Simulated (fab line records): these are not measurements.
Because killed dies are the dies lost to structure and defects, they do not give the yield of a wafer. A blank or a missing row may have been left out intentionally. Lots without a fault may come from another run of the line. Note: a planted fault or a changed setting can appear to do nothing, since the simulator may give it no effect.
Which tool is to blame? | flow n5-finfet | Sampling: 15 lots, 45 wafers, 7 of 1938 route steps

== WHAT THE GAUGES READ, wafer by wafer ==
N5_BEOL_M1_INSPECT_13: inspects for defects (brightfield).
lot  | measured     | on                | raw-defect-count
L340 | day 6 05:49  | defect-inspect-01 | 385 441 519
L341 | day 6 18:55  | defect-inspect-02 | 372 476 341
L343 | day 7 02:12  | defect-inspect-02 | 345 406 376
L349 | day 8 19:01  | defect-inspect-02 | 420 307 372
L350 | day 9 01:40  | defect-inspect-02 | 389 371 399
L351 | day 9 10:04  | defect-inspect-01 | 601 468 457
L352 | day 9 16:18  | defect-inspect-01 | 232 258 368
L354 | day 10 03:17 | defect-inspect-02 | 418 296 301
L355 | day 10 08:50 | defect-inspect-01 | 322 391 247
L356 | day 10 10:16 | defect-inspect-01 | 490 418 652
L357 | day 11 01:02 | defect-inspect-02 | 407 548 373
L358 | day 11 02:28 | defect-inspect-01 | 377 458 690
L359 | day 11 05:10 | defect-inspect-01 | 440 323 413
L360 | day 11 23:07 | defect-inspect-02 | 282 248 347
L361 | day 12 02:37 | defect-inspect-02 | 367 383 324

N5_BEOL_M1_CD_MEAS_18: pitch 36 nm, target cd 18 nm.
lot  | measured     | on        | cd-nm (nm)
L340 | day 6 06:17  | cd-sem-02 | 17.6 18.0 17.5
L341 | day 6 19:27  | cd-sem-03 | 17.9 17.9 18.1
L343 | day 7 04:20  | cd-sem-02 | 17.7 18.4 18.3
L349 | day 8 19:49  | cd-sem-02 | 17.9 18.0 17.7
L350 | day 9 02:07  | cd-sem-01 | - - -
L351 | day 9 10:44  | cd-sem-02 | - - -
L352 | day 9 17:01  | cd-sem-01 | - - -
L354 | day 10 03:51 | cd-sem-03 | 18.2 17.9 18.0
L355 | day 10 09:18 | cd-sem-02 | 17.7 18.3 17.7
L356 | day 10 10:55 | cd-sem-03 | 18.4 18.6 18.7
L357 | day 11 01:47 | cd-sem-03 | 17.9 18.0 17.9
L358 | day 11 03:16 | cd-sem-01 | 18.6 17.9 18.6
L359 | day 11 05:49 | cd-sem-01 | 17.4 17.9 18.2
L360 | day 11 23:57 | cd-sem-01 | 17.9 18.3 17.9
L361 | day 12 03:13 | cd-sem-03 | 18.0 18.0 17.9

N5_BEOL_M4_RC_MEAS_101.
lot  | measured     | on        | DIBL_N (mV/V)  | DIBL_P (mV/V)  | IOFF_N (nA/um) | IOFF_P (nA/um) | ION_N (uA/um) | ION_P (uA/um) | SS_N (mV/dec)  | SS_P (mV/dec)  | VT_N (mV)   | VT_P (mV)
L340 | day 8 04:22  | prober-02 | 35.3 34.0 35.9 | 37.7 35.3 37.8 | 0.15 0.13 0.16 | 0.21 0.18 0.22 | 681 657 688   | 472 456 467   | 70.8 70.9 70.8 | 73.5 73.1 73.5 | 250 253 251 | -250 -252 -249
L341 | day 8 14:21  | prober-02 | 36.6 33.5 35.1 | 35.9 32.5 35.4 | 0.17 0.11 0.15 | 0.19 0.15 0.18 | 673 657 676   | 449 450 457   | 71.5 70.8 71.1 | 73.4 71.8 72.0 | 250 252 250 | -251 -254 -251
L343 | day 9 03:10  | prober-01 | 36.8 36.2 34.8 | 36.1 35.4 34.8 | 0.18 0.15 0.15 | 0.25 0.24 0.23 | 681 673 678   | 471 474 472   | 72.3 71.4 71.2 | 73.8 74.1 73.0 | 249 250 249 | -244 -245 -247
L349 | day 10 22:18 | prober-01 | 36.8 37.4 38.1 | 36.0 37.1 37.7 | 0.13 0.16 0.18 | 0.19 0.21 0.24 | 653 679 680   | 450 465 473   | 72.2 71.1 72.2 | 72.7 73.3 73.7 | 256 248 249 | -252 -253 -250
L354 | day 11 20:20 | prober-01 | 35.2 34.8 35.6 | 35.3 35.6 35.4 | 0.14 0.13 0.14 | 0.17 0.16 0.17 | 675 676 678   | 460 458 455   | 70.3 71.0 71.6 | 72.5 72.3 72.6 | 250 254 252 | -253 -256 -256
L355 | day 12 02:34 | prober-01 | 37.0 35.4 36.2 | 35.9 35.0 35.4 | 0.19 0.14 0.16 | 0.23 0.20 0.21 | 682 678 671   | 465 468 462   | 72.1 72.1 72.0 | 72.8 72.6 73.4 | 244 251 250 | -248 -251 -251
L356 | day 12 05:52 | prober-01 | 37.3 36.9 38.6 | 38.5 37.9 39.0 | 0.21 0.20 0.22 | 0.24 0.23 0.24 | 689 689 691   | 464 468 463   | 72.4 71.9 71.9 | 74.3 74.2 74.4 | 245 244 246 | -249 -251 -250
L357 | day 12 20:40 | prober-02 | 36.1 42.1 37.3 | 35.7 43.3 37.6 | 0.13 0.29 0.16 | 0.20 0.37 0.25 | 661 712 677   | 461 481 469   | 70.1 71.9 70.5 | 73.6 74.9 74.3 | 252 239 250 | -250 -239 -246
L358 | day 13 02:40 | prober-01 | 38.3 38.3 37.5 | 40.2 39.0 37.9 | 0.22 0.20 0.18 | 0.28 0.26 0.24 | 679 685 678   | 470 476 464   | 72.5 72.2 72.2 | 74.3 73.0 73.7 | 247 246 248 | -245 -246 -247
L359 | day 13 04:31 | prober-01 | 36.6 37.2 38.2 | 37.1 37.5 39.3 | 0.16 0.16 0.21 | 0.25 0.26 0.30 | 684 673 702   | 476 470 484   | 71.8 71.3 71.5 | 72.6 73.7 73.6 | 248 251 244 | -247 -247 -246
L360 | day 13 15:16 | prober-01 | 36.2 34.7 34.8 | 34.7 33.7 33.1 | 0.17 0.14 0.15 | 0.22 0.20 0.19 | 680 669 662   | 459 466 458   | 71.8 71.2 71.2 | 73.0 72.9 71.8 | 247 249 250 | -251 -251 -250
L361 | day 13 20:48 | prober-02 | 35.1 37.9 37.0 | 35.2 37.1 36.8 | 0.14 0.18 0.16 | 0.21 0.24 0.24 | 684 691 678   | 470 473 470   | 71.1 71.3 71.6 | 72.6 74.2 73.5 | 247 248 248 | -248 -248 -248

== WHAT TOOL EACH LOT RAN ON (gives the tool, then ch and the chambers of the sampled wafers, and finally the start) ==
lot  | N5_BEOL_M0_ANNEAL_119            | N5_BEOL_M0_PRE_CLEAN_131         | N5_BEOL_M1_ETCH_64                 | N5_BEOL_M1_HM_OPEN_17
L340 | rtp-anneal-01 ch 0, day 6 02:41  | cvd-co-02 ch 0,1,2, day 6 03:29  | rie-diel-01 ch 0,2,3, day 6 05:56  | rie-metal-01 ch 0,1, day 6 06:05
L341 | rtp-anneal-01 ch 0, day 6 15:41  | cvd-co-02 ch 0,1,2, day 6 16:16  | rie-diel-01 ch 1,2,3, day 6 19:01  | rie-metal-01 ch 0,1, day 6 19:11
L343 | rtp-anneal-01 ch 0, day 6 23:48  | cvd-co-01 ch 0,1,2, day 7 00:23  | rie-diel-06 ch 0,3, day 7 03:56    | rie-metal-02 ch 0,1, day 7 04:05
L349 | rtp-anneal-01 ch 0, day 8 16:35  | cvd-co-02 ch 0,1,2, day 8 17:13  | rie-diel-01 ch 1,2,3, day 8 19:28  | rie-metal-01 ch 0,1, day 8 19:38
L350 | rtp-anneal-01 ch 0, day 8 21:46  | cvd-co-02 ch 0,1,2, day 8 22:21  | rie-diel-01 ch 0,1,3, day 9 01:46  | rie-metal-01 ch 0,1, day 9 01:56
L351 | rtp-anneal-01 ch 0, day 9 08:07  | cvd-co-01 ch 0,2, day 9 08:45    | rie-diel-06 ch 1,2, day 9 10:23    | rie-metal-02 ch 0,1, day 9 10:33
L352 | rtp-anneal-01 ch 0, day 9 14:17  | cvd-co-02 ch 0,1, day 9 14:56    | rie-diel-04 ch 0,1, day 9 16:37    | rie-metal-02 ch 0,1, day 9 16:47
L354 | rtp-anneal-01 ch 0, day 10 01:02 | cvd-co-01 ch 0,1,2, day 10 01:34 | rie-diel-04 ch 0,1, day 10 03:24   | rie-metal-01 ch 0,1, day 10 03:36
L355 | rtp-anneal-01 ch 0, day 10 06:38 | cvd-co-01 ch 0,2, day 10 07:17   | rie-diel-01 ch 0,1,3, day 10 08:57 | rie-metal-03 ch 0,1, day 10 09:07
L356 | rtp-anneal-01 ch 0, day 10 08:34 | cvd-co-01 ch 0,1,2, day 10 09:11 | rie-diel-06 ch 2,3, day 10 10:23   | rie-metal-03 ch 0,1, day 10 10:34
L357 | rtp-anneal-01 ch 0, day 10 23:03 | cvd-co-02 ch 0,1, day 10 23:41   | rie-diel-04 ch 0,1, day 11 01:22   | rie-metal-01 ch 0,1, day 11 01:32
L358 | rtp-anneal-01 ch 0, day 11 00:20 | cvd-co-02 ch 0,1,2, day 11 00:58 | rie-diel-06 ch 0,2, day 11 02:53   | rie-metal-02 ch 0,1, day 11 03:04
L359 | rtp-anneal-01 ch 0, day 11 03:29 | cvd-co-01 ch 0,1, day 11 04:07   | rie-diel-06 ch 1,2, day 11 05:16   | rie-metal-01 ch 0,1, day 11 05:38
L360 | rtp-anneal-01 ch 0, day 11 19:56 | cvd-co-01 ch 0,1, day 11 20:34   | rie-diel-06 ch 0,1,3, day 11 23:20 | rie-metal-01 ch 0,1, day 11 23:46
L361 | rtp-anneal-02 ch 0, day 11 23:08 | cvd-co-02 ch 0,1, day 11 23:58   | rie-diel-01 ch 0,1,2, day 12 02:48 | rie-metal-01 ch 0,1, day 12 02:58
- N5_BEOL_M0_ANNEAL_119: time 90 s.
- N5_BEOL_M0_PRE_CLEAN_131: time 15 s.
- N5_BEOL_M1_ETCH_64: etches SOC in N2/H2, target depth 75 nm, overetch 15 nm, time 112.5 s.
- N5_BEOL_M1_HM_OPEN_17: chemistry Cl2/BCl3, target TiN, target depth 20 nm, overetch 6 nm.

== AS READ BY THE TOOLS THEMSELVES (means over the sampled wafers that have a number; for cases with no such wafer, the mark the record gives instead) ==
N5_BEOL_M0_ANNEAL_119.
lot  | tool          | anneal-temp-c (C) | wafer_temp_C_max
L340 | rtp-anneal-01 | 225.02            | 225.79
L341 | rtp-anneal-01 | 224.95            | 225.93
L343 | rtp-anneal-01 | 224.91            | 225.53
L349 | rtp-anneal-01 | 224.96            | 225.36
L350 | rtp-anneal-01 | 225.33            | 225.35
L351 | rtp-anneal-01 | 224.97            | 225.64
L352 | rtp-anneal-01 | 225.08            | 225.40
L354 | rtp-anneal-01 | 225.11            | 225.50
L355 | rtp-anneal-01 | 224.87            | 225.58
L356 | rtp-anneal-01 | 225.23            | 225.70
L357 | rtp-anneal-01 | 224.65            | 225.60
L358 | rtp-anneal-01 | 224.88            | 225.46
L359 | rtp-anneal-01 | 224.99            | 225.76
L360 | rtp-anneal-01 | 225.00            | 225.47
L361 | rtp-anneal-02 | 224.94            | 226.20

N5_BEOL_M0_PRE_CLEAN_131.
lot  | tool      | heater-power-w (W)
L340 | cvd-co-02 | 73
L341 | cvd-co-02 | 75
L343 | cvd-co-01 | 81
L349 | cvd-co-02 | 73
L350 | cvd-co-02 | 74
L351 | cvd-co-01 | 74
L352 | cvd-co-02 | 72
L354 | cvd-co-01 | 82
L355 | cvd-co-01 | 74
L356 | cvd-co-01 | 84
L357 | cvd-co-02 | 82
L358 | cvd-co-02 | 75
L359 | cvd-co-01 | 91
L360 | cvd-co-01 | 88
L361 | cvd-co-02 | 82

N5_BEOL_M1_ETCH_64.
lot  | tool        | bias-w (W) | chamber-pressure-mTorr (mTorr) | drypump-motor-current-A (A) | oes-product-au (a.u.) | rf-vpp-V (V) | showerhead-plenum-p-Torr (Torr) | throttle-valve-pct (%)
L340 | rie-diel-01 | 149.7      | 30.018                         | 5.8                         | 0.58                  | 523.5        | 2.52                            | 17.90
L341 | rie-diel-01 | 150.0      | 29.997                         | 5.8                         | 0.60                  | 524.4        | 2.57                            | 17.87
L343 | rie-diel-06 | 149.5      | 29.992                         | 5.8                         | 0.58                  | 524.8        | 2.59                            | 17.96
L349 | rie-diel-01 | 149.8      | 29.981                         | 5.8                         | 0.59                  | 524.7        | 2.57                            | 17.89
L350 | rie-diel-01 | -          | -                              | -                           | -                     | -            | -                               | -
L351 | rie-diel-06 | -          | -                              | -                           | -                     | -            | -                               | -
L352 | rie-diel-04 | -          | -                              | -                           | -                     | -            | -                               | -
L354 | rie-diel-04 | 149.7      | 29.990                         | 5.4                         | 0.56                  | 525.7        | 2.62                            | 18.26
L355 | rie-diel-01 | 149.5      | 30.017                         | 6.2                         | 0.57                  | 522.2        | 2.48                            | 18.01
L356 | rie-diel-06 | 149.8      | 30.008                         | 5.7                         | 0.61                  | 524.7        | 2.56                            | 17.85
L357 | rie-diel-04 | 149.8      | 30.011                         | 5.3                         | 0.58                  | 526.2        | 2.62                            | 18.04
L358 | rie-diel-06 | 149.7      | 30.007                         | 5.3                         | 0.61                  | 526.8        | 2.64                            | 17.92
L359 | rie-diel-06 | 150.4      | 30.003                         | 5.3                         | 0.63                  | 521.6        | 2.47                            | 17.79
L360 | rie-diel-06 | 150.1      | 30.008                         | 5.8                         | 0.64                  | 523.1        | 2.49                            | 17.81
L361 | rie-diel-01 | 149.9      | 29.995                         | 5.9                         | 0.58                  | 523.2        | 2.52                            | 18.01

N5_BEOL_M1_HM_OPEN_17.
lot  | tool         | drypump-motor-current-A (A) | oes-product-au (a.u.) | throttle-valve-pct (%)
L340 | rie-metal-01 | 6.0                         | 0.58                  | 22.30
L341 | rie-metal-01 | 6.0                         | 0.59                  | 22.14
L343 | rie-metal-02 | 5.3                         | 0.59                  | 22.44
L349 | rie-metal-01 | 6.0                         | 0.58                  | 22.15
L350 | rie-metal-01 | 6.0                         | 0.24                  | 22.98
L351 | rie-metal-02 | 5.5                         | 0.24                  | 23.03
L352 | rie-metal-02 | 5.3                         | 0.26                  | 23.10
L354 | rie-metal-01 | 6.0                         | 0.55                  | 22.34
L355 | rie-metal-03 | 6.1                         | 0.66                  | 22.35
L356 | rie-metal-03 | 6.0                         | 0.66                  | 22.34
L357 | rie-metal-01 | 6.0                         | 0.55                  | 22.33
L358 | rie-metal-02 | 5.5                         | 0.75                  | 22.16
L359 | rie-metal-01 | 6.1                         | 0.56                  | 22.33
L360 | rie-metal-01 | 6.0                         | 0.54                  | 22.35
L361 | rie-metal-01 | 6.0                         | 0.54                  | 22.34

== THE ANSWER, worked out from the rows above alone ==
Rule: usual is defined by the lots themselves. The widest of any qualifying gaps counts: lots, ordered by their means at a reading, are off when they make up no more than a third of the lots, leave a main group of 4 or more, and stand apart from it by 3 or more times the standard deviation of that group's means. Not used: any main group whose means are identical at the precision the tables above print for the reading. A lot without any number at a reading at which 4 lots or more have one is off too. All remaining lots with rows at the step are treated as sound. Order of review: gauges by route order, followed by the tools' own readings, for which a lot's mean as printed above is used. The first step at which some lot is off is used, and at that step the reading that is off furthest; a lot without a number counts as furthest.
Off: L350, L351, L352, at N5_BEOL_M1_CD_MEAS_18 (cd-nm). Without a number there: L350, L351, L352. Main group: mean 18.0 nm, sd 0.23.
A tool fits if, at a process step before that reading, it ran every lot that is off, and no sound lot after the first of them. Not tried: the gauges at N5_BEOL_M1_CD_MEAS_18; whatever is off there is also off at N5_BEOL_M1_ETCH_64, on other tools, and gauge error can't account for it. Of those tried, none fits.

== WHAT HAD BEEN PUT IN BY THE SIMULATOR ==
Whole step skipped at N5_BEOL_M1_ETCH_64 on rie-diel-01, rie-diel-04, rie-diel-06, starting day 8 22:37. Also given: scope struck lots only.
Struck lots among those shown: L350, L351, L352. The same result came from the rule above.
